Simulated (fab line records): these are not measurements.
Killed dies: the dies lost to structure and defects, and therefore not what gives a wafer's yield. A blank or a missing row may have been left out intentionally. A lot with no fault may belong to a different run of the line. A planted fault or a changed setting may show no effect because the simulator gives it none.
fab line records ; flow nand_harc
record lots=6; wafers=18; last_day=34
route steps=1302 shown A_BONDPAD@1219 END@1302
lots that met no fault: taken from a fault-free run of the same line
start_h: hours from the record's first day to the start of the lot's first wafer shown ; wait_h: how many hours have passed since the lot's step before this one ; " the same as in the row above ; L1.1+2: one row covering several wafers at once ; - either no value or no given start ; * or withheld: withheld ; < > ~ a bound
route shown NAME@n: NAME is a module with steps in the file, n the number in the route of the first one ; usual: average and standard deviation across the fault-free wafers ; same: alike in all rows ; chamber/n: place in a boat ; sites: readings site by site ; _std_site: their standard deviation ; _edge_site: the outer-site mean with the inner-site mean subtracted ; radius_mm: how far each site lies from the wafer's centre ; mask NAME#n: copy n ; behind: the tool/chamber that last shaped the wafer ; hold: cause of the lot's hold/its duration in hours/its outcome ; device: the transistor (n, p or np) that didn't switch ; end of line: at the end of the route, the tests of the same wafers ; a step given without rows: its recipe and nothing more ; killed: the dies lost at the first sort to structure and to defects; this is not the yield of the wafer ; map: a wafer's dies, marking killed ones x, the rest . and places with no die _
set.NAME: the setting that was run; set.NAME@STEP: the one run at that earlier step ; model.NAME: the simulator's own value behind a step, which no gauge read
lots seen at some steps along the route; tables by step, rows by wafer
services: when a tool's chamber went out of use (start_h, in hours from the record's first day, below 0 if earlier), for how many hours, and the reason
## steps
# step NHARC_A_BONDPAD_ETCH_34
# recipe target_depth_a=600; overetch_a=180; time_s=65.91; ion_energy_ev=200; n2_flow_sccm=150; h2_flow_sccm=150; ar_flow_sccm=0; rf_w=400; bias_w=150; chemistry=N2/H2
# step NHARC_A_BONDPAD_ETCH_12
# recipe target_depth_a=2200; time_s=110; chf3_flow_sccm=50; o2_flow_sccm=10; ar_flow_sccm=200; rf_w=500; bias_w=200; chemistry=CHF3/O2
# usual drypump_motor_current_A=5.64/0.28; mfc_ar_sccm=199.9/0.67; o2_flow_sccm=9.999/0.029; oes_product_au=0.946/0.022; rf_vpp_V=369.5/1.8; showerhead_plenum_p_Torr=2.35/0.074; throttle_valve_pct=20.573/0.0085
lot.wafer;tool;chamber;start_h;wait_h;drypump_motor_current_A;mfc_ar_sccm;o2_flow_sccm;oes_product_au;rf_hours_counter_h;rf_vpp_V;showerhead_plenum_p_Torr;throttle_valve_pct
L569.3;rie_diel-08;0;-;-;5.29;200.3;9.952;0.965;0;370.2;2.35;20.574
L569.1;rie_diel-08;1;-;-;5.61;199.2;9.948;0.962;0;366.7;2.25;20.562
L569.2;rie_diel-08;2;-;-;5.70;200.4;10.037;0.990;0;369.7;2.39;20.571
L575.3;rie_diel-08;2;-;-;5.69;200.6;9.970;0.951;1;370.9;2.39;20.572
L575.1;rie_diel-08;3;-;-;5.35;200.0;9.998;0.962;2;368.7;2.34;20.585
L575.6;rie_diel-08;1;-;-;5.59;199.3;9.943;0.956;-;367.4;2.25;20.577
L574.3;rie_diel-08;0;-;-;5.31;199.3;9.996;0.936;2;368.1;2.34;20.574
L574.6;rie_diel-08;0;-;-;5.32;199.8;10.017;0.937;-;367.6;2.34;20.573
L574.4;rie_diel-08;1;-;-;5.62;199.8;10.027;0.928;-;367.8;2.25;20.575
L584.2;rie_diel-13;0;-;-;5.44;199.0;9.960;0.926;6;373.4;2.55;20.573
L584.1;rie_diel-13;1;-;-;5.64;200.4;9.980;0.929;5;367.8;2.29;20.573
L584.3;rie_diel-13;2;-;-;6.23;199.2;10.007;0.914;7;370.2;2.43;20.571
L587.3;rie_diel-04;3;-;-;5.79;199.0;10.015;0.937;6;372.0;2.45;20.556
L587.4;rie_diel-04;0;-;-;5.83;200.4;10.007;0.916;5;367.3;2.31;20.583
L587.1;rie_diel-04;2;-;-;6.25;199.7;9.996;0.928;6;367.0;2.25;20.584
L588.4;rie_diel-04;1;-;-;5.70;201.4;10.037;0.916;6;370.2;2.42;20.571
L588.1;rie_diel-04;2;-;-;6.22;199.3;9.983;0.925;7;367.4;2.25;20.581
L588.6;rie_diel-04;2;-;-;6.19;199.8;10.031;0.920;-;368.4;2.25;20.567
# step NHARC_A_BONDPAD_CD_MEAS_13
# usual cd_nm=499.4/1.4
lot.wafer;tool;chamber;start_h;wait_h;cd_nm
L569.1;cd_sem-01;-;558.85;-;500.4
L569.2;cd_sem-01;-;558.85;-;499.7
L569.3;cd_sem-01;-;558.85;-;499.9
L575.1;cd_sem-01;-;617.68;-;498.7
L575.3;cd_sem-01;-;617.68;-;498.8
L575.6;cd_sem-01;-;617.68;-;499.1
L574.3;cd_sem-03;-;623.20;-;498.6
L574.4;cd_sem-03;-;623.20;-;499.7
L574.6;cd_sem-03;-;623.20;-;497.5
L584.1;cd_sem-03;-;731.09;-;499.9
L584.2;cd_sem-03;-;731.09;-;499.8
L584.3;cd_sem-03;-;731.09;-;501.3
L587.1;cd_sem-03;-;768.09;-;498.4
L587.3;cd_sem-03;-;768.09;-;498.7
L587.4;cd_sem-03;-;768.09;-;498.1
L588.1;cd_sem-03;-;774.56;-;498.0
L588.4;cd_sem-03;-;774.56;-;494.8
L588.6;cd_sem-03;-;774.56;-;498.5
# step NHARC_A_BONDPAD_STRIP_15
# recipe o2_flow_sccm=500; ar_flow_sccm=0; bias_w=0; chemistry=O2
# step NHARC_A_BONDPAD_ETCH_24
# recipe target_depth_a=300; over_etch_frac=0.3; time_s=72.99; ion_energy_ev=150; cf4_flow_sccm=50; n2_flow_sccm=100; ar_flow_sccm=150; rf_w=300; bias_w=100; chemistry=CF4/N2
# usual drypump_motor_current_A=5.74/0.28; mfc_ar_sccm=150.1/0.47; oes_product_au=1.000/0.0066; rf_vpp_V=313.4/1.6; showerhead_plenum_p_Torr=2.58/0.084; throttle_valve_pct=19.794/0.0086
lot.wafer;tool;chamber;start_h;wait_h;drypump_motor_current_A;mfc_ar_sccm;oes_product_au;rf_hours_counter_h;rf_vpp_V;showerhead_plenum_p_Torr;throttle_valve_pct
L569.2;rie_diel-04;3;-;-;5.74;149.0;1.003;3;313.8;2.69;19.798
L569.3;rie_diel-04;1;-;-;5.69;150.1;0.993;2;313.5;2.66;19.810
L569.1;rie_diel-04;2;-;-;6.24;150.7;0.994;2;311.6;2.47;19.779
L575.3;rie_diel-08;1;-;-;5.62;150.1;1.007;1;311.9;2.46;19.808
L575.1;rie_diel-08;3;-;-;5.36;150.2;0.990;2;312.4;2.56;19.789
L575.6;rie_diel-08;2;-;-;5.71;150.5;0.994;-;314.5;2.61;19.786
L574.3;rie_diel-13;3;-;-;6.26;150.1;1.002;22;313.4;2.69;19.798
L574.4;rie_diel-13;0;-;-;5.42;150.3;1.006;32;318.0;2.80;19.785
L574.6;rie_diel-13;2;-;-;6.23;150.2;0.992;-;315.0;2.67;19.796
L584.2;rie_diel-08;2;-;-;5.69;149.2;1.004;0;314.4;2.61;19.789
L584.1;rie_diel-08;3;-;-;5.33;150.0;1.001;0;312.5;2.56;19.808
L584.3;rie_diel-08;1;-;-;5.63;150.2;1.008;0;312.0;2.46;19.794
L587.3;rie_diel-04;3;-;-;5.77;149.8;1.003;6;315.4;2.68;19.804
L587.1;rie_diel-04;0;-;-;5.81;149.4;0.997;5;313.9;2.52;19.801
L587.4;rie_diel-04;1;-;-;5.70;149.6;1.002;5;313.1;2.65;19.788
L588.1;rie_diel-04;2;-;-;6.23;150.2;0.997;7;309.9;2.46;19.798
L588.4;rie_diel-04;1;-;-;5.70;150.0;0.994;6;314.3;2.65;19.785
L588.6;rie_diel-04;2;-;-;6.23;150.5;0.996;-;311.2;2.46;19.809
# step NHARC_A_BONDPAD_STRIP_16
# recipe time_s=600; temp_c=30; chemistry=post_etch_residue_remover
# step NHARC_A_BONDPAD_DEGAS_25
# recipe temp_c=300; time_s=60
# usual heater_power_w=447/28
lot.wafer;tool;chamber;start_h;wait_h;heater_power_w
L569.3;pvd_sputter-01;-;559.49;-;461
L569.1;pvd_sputter-01;-;559.49;-;408
L569.2;pvd_sputter-01;-;559.49;-;440
L575.1;pvd_sputter-02;-;618.32;-;470
L575.3;pvd_sputter-02;-;618.32;-;455
L575.6;pvd_sputter-02;-;618.32;-;455
L574.4;pvd_sputter-03;-;623.83;-;426
L574.3;pvd_sputter-03;-;623.83;-;407
L574.6;pvd_sputter-03;-;623.83;-;431
L584.3;pvd_sputter-02;-;731.72;-;463
L584.1;pvd_sputter-02;-;731.72;-;468
L584.2;pvd_sputter-02;-;731.72;-;467
L587.1;pvd_sputter-03;-;768.71;-;416
L587.3;pvd_sputter-03;-;768.71;-;461
L587.4;pvd_sputter-03;-;768.71;-;481
L588.4;pvd_sputter-02;-;775.18;-;449
L588.1;pvd_sputter-02;-;775.18;-;484
L588.6;pvd_sputter-02;-;775.18;-;424
# step NHARC_A_BONDPAD_PRE_CLEAN_26
# recipe time_s=30; temp_c=280; gas=H2/He
# step NHARC_A_BONDPAD_PVD_17
# recipe target_thk_a=50; bias_v=168.6; power_w=15000; chamber_pressure_pa=0.12; time_s=8.06; substrate_temp_c=50; material=TaN
# usual throttle_valve_pct=29.9/0.92
lot.wafer;tool;chamber;start_h;wait_h;throttle_valve_pct
L569.2;pvd_sputter-01;-;-;-;29.1
L569.3;pvd_sputter-01;-;-;-;30.4
L569.1;pvd_sputter-01;-;-;-;28.2
L575.3;pvd_sputter-02;-;-;-;30.9
L575.1;pvd_sputter-02;-;-;-;29.3
L575.6;pvd_sputter-02;-;-;-;31.0
L574.4;pvd_sputter-03;-;-;-;28.9
L574.3;pvd_sputter-03;-;-;-;29.5
L574.6;pvd_sputter-03;-;-;-;31.5
L584.1;pvd_sputter-02;-;-;-;30.2
L584.3;pvd_sputter-02;-;-;-;30.1
L584.2;pvd_sputter-02;-;-;-;30.0
L587.1;pvd_sputter-03;-;-;-;30.7
L587.4;pvd_sputter-03;-;-;-;28.9
L587.3;pvd_sputter-03;-;-;-;28.5
L588.4;pvd_sputter-02;-;-;-;30.0
L588.1;pvd_sputter-02;-;-;-;30.2
L588.6;pvd_sputter-02;-;-;-;29.8
# step NHARC_A_BONDPAD_PVD_27
# recipe target_thk_a=300; chamber_pressure_pa=5; power_w=5000; substrate_temp_c=30; time_s=20.49; material=Cu
# step NHARC_A_BONDPAD_ECD_18
# recipe target_thk_a=4000; bath_temp_c=25; material=Cu
# step NHARC_A_BONDPAD_ANNEAL_28
# recipe temp_c=225; time_s=90
# usual anneal_temp_c=225.01/0.17; wafer_temp_C_max=225.9/0.32
lot.wafer;tool;chamber;start_h;wait_h;anneal_temp_c;wafer_temp_C_max
L569.1;rtp_anneal-01;0;560.22;-;225.19;225.7
L569.2;rtp_anneal-01;0;560.22;-;225.20;225.9
L569.3;rtp_anneal-01;0;560.22;-;225.15;225.5
L575.1;rtp_anneal-02;0;619.05;-;225.01;225.7
L575.3;rtp_anneal-02;0;619.05;-;224.97;225.4
L575.6;rtp_anneal-02;0;619.05;-;225.11;225.5
L574.3;rtp_anneal-01;0;624.67;0.3;225.18;225.6
L574.4;rtp_anneal-01;0;624.67;0.3;224.89;225.9
L574.6;rtp_anneal-01;0;624.67;0.3;225.10;225.4
L584.1;rtp_anneal-01;0;732.46;0.3;224.49;226.0
L584.2;rtp_anneal-01;0;732.46;0.3;224.89;226.3
L584.3;rtp_anneal-01;0;732.46;0.3;224.84;225.9
L587.1;rtp_anneal-02;0;769.46;-;224.82;225.6
L587.3;rtp_anneal-02;0;769.46;-;224.84;225.5
L587.4;rtp_anneal-02;0;769.46;-;224.96;225.6
L588.1;rtp_anneal-02;0;776.13;-;225.00;225.4
L588.4;rtp_anneal-02;0;776.13;-;224.89;225.4
L588.6;rtp_anneal-02;0;776.13;-;224.83;225.3
# step NHARC_A_BONDPAD_CMP_19
# recipe t_overpolish_s=30; cu_recess_touch_s=16; target_thk_nm=169.82
# usual cu_recess_touch_s=16/0; edge_zone_pressure_frac=1.001/0.0053; motor_current_A=12.5/1.2; overpolish_run_s=30.001/0.0088; t_overpolish_s=30/0
lot.wafer;tool;chamber;start_h;wait_h;cu_recess_touch_s;edge_zone_pressure_frac;motor_current_A;overpolish_run_s;t_overpolish_s
L569.2;cmp-02;2;560.57;-;16;1.006;14.5;30.011;30
L569.3;cmp-02;3;560.57;-;16;0.993;10.8;29.994;30
L569.1;cmp-02;0;560.57;-;16;1.007;11.8;29.987;30
L575.1;cmp-02;1;619.43;-;-;-;-;-;-
L575.3;cmp-02;2;619.43;-;-;-;-;-;-
L575.6;cmp-02;0;619.43;-;-;-;-;-;-
L574.3;cmp-04;0;624.94;-;-;-;-;-;-
L574.4;cmp-04;1;624.94;-;-;-;-;-;-
L574.6;cmp-04;3;624.94;-;-;-;-;-;-
L584.2;cmp-04;2;732.81;-;16;0.997;11.5;29.990;30
L584.3;cmp-04;3;732.81;-;16;1.002;12.3;29.994;30
L584.1;cmp-04;0;732.81;-;16;1.001;13.5;30.005;30
L587.3;cmp-04;1;769.80;-;16;1.006;11.7;29.995;30
L587.1;cmp-04;2;769.80;-;16;1.000;11.0;29.997;30
L587.4;cmp-04;0;769.80;-;16;1.000;13.4;30.001;30
L588.1;cmp-03;3;776.47;-;16;0.996;13.9;29.993;30
L588.4;cmp-03;1;776.47;-;16;0.989;11.2;30.006;30
L588.6;cmp-03;3;776.47;-;16;1.002;14.1;30.013;30
# step NHARC_A_BONDPAD_THK_MEAS_20
# recipe thk_meas_gauge=xrf
# usual thk_nm=170.1/1.3
lot.wafer;tool;chamber;start_h;wait_h;thk_nm
L569.1;film_metro-01;-;560.89;-;170.9
L569.2;film_metro-01;-;560.89;-;170.3
L569.3;film_metro-01;-;560.89;-;171.2
L575.1;film_metro-01;-;619.72;0.3;397.9
L575.3;film_metro-01;-;619.72;0.3;402.5
L575.6;film_metro-01;-;619.72;0.3;402.0
L574.3;film_metro-02;-;625.24;0.3;396.3
L574.4;film_metro-02;-;625.24;0.3;399.4
L574.6;film_metro-02;-;625.24;0.3;395.7
L584.1;film_metro-01;-;733.13;-;170.8
L584.2;film_metro-01;-;733.13;-;169.3
L584.3;film_metro-01;-;733.13;-;171.0
L587.1;film_metro-02;-;770.13;-;169.4
L587.3;film_metro-02;-;770.13;-;169.8
L587.4;film_metro-02;-;770.13;-;170.8
L588.1;film_metro-01;-;776.79;-;170.3
L588.4;film_metro-01;-;776.79;-;169.6
L588.6;film_metro-01;-;776.79;-;168.9
# step NHARC_A_BONDPAD_SRD_21
# recipe time_s=30; temp_c=23; dry_time_s=20; spin_rpm=1500
# step NHARC_A_BONDPAD_INSPECT_23
# usual raw_defect_count=562/120
lot.wafer;tool;chamber;start_h;wait_h;raw_defect_count
L569.1;defect_inspect-01;-;561.16;0.0;575
L569.2;defect_inspect-01;-;561.16;0.0;511
L569.3;defect_inspect-01;-;561.16;0.0;717
L575.1;defect_inspect-02;-;619.94;0.0;3259
L575.3;defect_inspect-02;-;619.94;0.0;3477
L575.6;defect_inspect-02;-;619.94;0.0;3237
L574.3;defect_inspect-02;-;625.44;0.0;3214
L574.4;defect_inspect-02;-;625.44;0.0;3088
L574.6;defect_inspect-02;-;625.44;0.0;3195
L584.1;defect_inspect-02;-;733.33;0.0;381
L584.2;defect_inspect-02;-;733.33;0.0;434
L584.3;defect_inspect-02;-;733.33;0.0;439
L587.1;defect_inspect-02;-;770.36;0.0;675
L587.3;defect_inspect-02;-;770.36;0.0;474
L587.4;defect_inspect-02;-;770.36;0.0;531
L588.1;defect_inspect-02;-;777.02;0.0;736
L588.4;defect_inspect-02;-;777.02;0.0;477
L588.6;defect_inspect-02;-;777.02;0.0;539
# step NHARC_END_SORT_01
# recipe temp_c=25
# usual defect_limited_yield=90.7/3; killed_at_array=58/20; killed_at_other=0.9/1.4; killed_at_periphery=4/3.1; killed_dies=63/20; killed_open=3.3/1.8; killed_short=2.4/1.5
# same gross_dies=677
lot.wafer;tool;chamber;start_h;wait_h;defect_limited_yield[%];killed_at_array;killed_at_other;killed_at_periphery;killed_dies;killed_open;killed_short
L574.3;prober-02;0;658.61;3.1;0;675;0;2;677;1;2
L574.4;prober-02;0;659.41;3.4;0;676;0;1;677;5;4
L574.6;prober-02;0;661.01;4.0;0;675;1;1;677;2;3
# killed by level:class
L574.3 A_BONDPAD:area_cmp=654 A_CHANNEL_HOLE_D2:chamber_film_flake=6 A_CHANNEL_FILL_D1:chamber_film_flake=4 A_CHANNEL_FILL_D1:geometric_particle:short=2 A_CHANNEL_HOLE_D1:chamber_film_flake=2 A_STAIRCASE:chamber_film_flake=2 P_M0:geometric_particle:open=1 P_GATE:chamber_film_flake=1
L574.4 A_BONDPAD:area_cmp=638 A_CHANNEL_HOLE_D2:chamber_film_flake=15 A_CHANNEL_HOLE_D1:chamber_film_flake=5 A_SLIT:chamber_film_flake=3 A_CHANNEL_FILL_D2:geometric_particle:short=2 A_M0:geometric_particle:open=2 A_ONON_D1:geometric_particle:short=1 A_CHANNEL_FILL_D1:geometric_particle:open=1
L574.6 A_BONDPAD:area_cmp=644 A_CHANNEL_HOLE_D1:chamber_film_flake=9 A_CHANNEL_HOLE_D2:chamber_film_flake=8 A_STAIRCASE:chamber_film_flake=5 A_CHANNEL_FILL_D1:chamber_film_flake=2 A_DECK1_JOINT:geometric_particle:open=1 A_CHANNEL_HOLE_D2:geometric_particle:short=1 A_CHANNEL_FILL_D2:geometric_particle:open=1
# map L574.3 (x killed, . not)
____________x____________
_________xxxxxxx_________
_______xxxxxxxxxxx_______
______xxxxxxxxxxxxx______
_____xxxxxxxxxxxxxxx_____
____xxxxxxxxxxxxxxxxx____
____xxxxxxxxxxxxxxxxx____
___xxxxxxxxxxxxxxxxxxx___
___xxxxxxxxxxxxxxxxxxx___
__xxxxxxxxxxxxxxxxxxxxx__
__xxxxxxxxxxxxxxxxxxxxx__
_xxxxxxxxxxxxxxxxxxxxxxx_
_xxxxxxxxxxxxxxxxxxxxxxx_
_xxxxxxxxxxxxxxxxxxxxxxx_
_xxxxxxxxxxxxxxxxxxxxxxx_
_xxxxxxxxxxxxxxxxxxxxxxx_
xxxxxxxxxxxxxxxxxxxxxxxxx
xxxxxxxxxxxxxxxxxxxxxxxxx
xxxxxxxxxxxxxxxxxxxxxxxxx
xxxxxxxxxxxxxxxxxxxxxxxxx
xxxxxxxxxxxxxxxxxxxxxxxxx
_xxxxxxxxxxxxxxxxxxxxxxx_
_xxxxxxxxxxxxxxxxxxxxxxx_
_xxxxxxxxxxxxxxxxxxxxxxx_
_xxxxxxxxxxxxxxxxxxxxxxx_
_xxxxxxxxxxxxxxxxxxxxxxx_
__xxxxxxxxxxxxxxxxxxxxx__
__xxxxxxxxxxxxxxxxxxxxx__
___xxxxxxxxxxxxxxxxxxx___
___xxxxxxxxxxxxxxxxxxx___
____xxxxxxxxxxxxxxxxx____
____xxxxxxxxxxxxxxxxx____
_____xxxxxxxxxxxxxxx_____
______xxxxxxxxxxxxx______
_______xxxxxxxxxxx_______
_________xxxxxxx_________
____________x____________
# map L569.1 (x killed, . not)
____________.____________
_________......._________
_______..........._______
______.............______
_____.........x....._____
____.................____
____.................____
___..x.x..............___
___.x..x..............___
__..xxxx..........x....__
__.x..xx.x.............__
_.xxxxx.xxx............._
_..xxxxxx...x....x...x.._
_x.xxx.................._
_xx.xx.........x.x.x...._
_.xxxxx.......x........x_
xxxxxx.....x.............
..xxxx..x..x....x........
.x.xx..........x.x.......
...xx...x..x..xxx........
..x........x.xxxx.x......
_.......x...x.x........._
_...........xx.xx......._
_x............x.xx......_
_...x.x.....x..xxx......_
_x...........x...xx....._
__..............x......__
__.....................__
___...........x.x.....___
___....x......x.......___
____.................____
____.x...............____
_____.x............._____
______.x...........______
_______..........._______
_________......._________
____________.____________
## services
tool;chamber;start_h;hours;kind
rie_diel-08;-;544.80;9.0;pm
pvd_sputter-03;-;552.72;10.0;pm
pvd_sputter-02;-;555.69;6.9;repair
pvd_sputter-03;-;579.53;1.3;repair
rie_diel-08;-;592.77;2.5;repair
rie_diel-08;2;596.07;8.9;repair
pvd_sputter-02;-;597.37;1.4;repair
cmp-04;-;601.16;4.0;pm
pvd_sputter-03;-;617.95;0.5;repair
rie_diel-08;2;621.34;4.0;repair
rie_diel-04;2;628.00;28.6;repair
pvd_sputter-02;-;638.00;10.0;pm
rie_diel-04;3;639.10;1.6;repair
pvd_sputter-02;-;658.37;5.7;repair
rie_diel-08;1;681.08;14.5;repair
cmp-04;-;699.16;4.0;pm
rie_diel-04;-;709.65;9.0;pm
rie_diel-08;-;721.80;9.0;pm
pvd_sputter-02;-;724.06;2.2;repair
pvd_sputter-03;-;730.72;10.0;pm
rie_diel-08;0;742.08;6.3;repair
pvd_sputter-03;-;742.65;1.7;repair
rtp_anneal-02;-;744.00;12.0;pm
pvd_sputter-02;-;768.20;2.4;repair
## key
first_sign step=NHARC_A_BONDPAD_CMP_19; reading=tool_record; direction=missing
effect step=NHARC_A_BONDPAD_THK_MEAS_20; reading=thk_nm; direction=up; sigmas=99+; usual=170.1; struck=399.0
effect step=NHARC_A_BONDPAD_INSPECT_23; reading=raw_defect_count; direction=up; sigmas=23; usual=562; struck=3245
effect step=NHARC_END_SORT_01; reading=killed_at_array; direction=up; sigmas=32; usual=58; struck=675
more_kills_born_at NHARC_A_BONDPAD_CMP_19@cmp-04=1936
met_at NHARC_A_BONDPAD_CMP_19
struck_wafers L574.3,L574.4,L574.6,L575.1,L575.3,L575.6
later_rows_left_out L574.3,L574.4,L574.6,L575.1,L575.3,L575.6
sort_left_out L575.1,L575.3,L575.6
onset_between 560.57 619.43
fault kind=skipped_step_whole; tool=cmp-02,cmp-04; chamber=-; onset_h=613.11; steps=NHARC_A_BONDPAD_CMP_19; scope=struck_lots_only
# sort_left_out: the simulated sort isn't trusted on such a fault, so these wafers' sort isn't shown, and their yield isn't known
# later_rows_left_out: the simulator's readings of these wafers behind a module that went badly wrong aren't trusted and aren't shown, but for the sort
